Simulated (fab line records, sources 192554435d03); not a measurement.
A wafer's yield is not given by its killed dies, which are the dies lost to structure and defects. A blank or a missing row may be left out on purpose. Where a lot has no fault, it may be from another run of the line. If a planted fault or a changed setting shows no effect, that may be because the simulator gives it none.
Chamber matching | flow n5 finfet | 4 sister chambers for N5_HKMG_FIN_ALD_71 on ald metal-02
The step deposits TiN, target thk 1 nm, pulse time 1 s, purge time 3 s. 4 wafers are shown with their chamber, then 8 later ones without.

WAFERS, EACH WITH ITS CHAMBER
wafer  | chamber | heater power w (W)
L088.6 | 3       | 962
L089.5 | 0       | 761
L091.6 | 1       | 892
L092.4 | 2       | 1013

WAFERS WHOSE CHAMBER IS MISSING
wafer  | heater power w (W)
L092.5 | 751
L092.6 | 995
L094.2 | 910
L094.4 | 760
L094.6 | 903
L096.2 | 744
L096.4 | 983
L096.6 | 1013

WHICH CHAMBER EACH WENT THROUGH
wafer  | from the rows above     | in truth
L092.5 | 0                       | 0
L092.6 | can't be placed: 2 or 3 | 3
L094.2 | 1                       | 1
L094.4 | 0                       | 0
L094.6 | 1                       | 1
L096.2 | 0                       | 0
L096.4 | can't be placed: 3 or 2 | 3
L096.6 | 2                       | 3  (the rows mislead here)
5 of 8 placed correctly. From these rows, 2 cannot be placed; in 2 the true chamber is one of the candidates. 1 placed wrongly.
How it was worked out, from the rows above alone: a wafer's distance from a chamber is the root of the sum, over the readings, of the square of ((its reading less the chamber's mean) divided by the reading's scatter). If the next closest chamber is less than 2 further off than the closest, the wafer can't be placed; otherwise it belongs to the closest. A chamber's mean is the mean of its shown wafers. The scatter (one wafer shown for each chamber): square how far every hidden wafer sits from the nearest shown wafer, average those squares and take the square root.
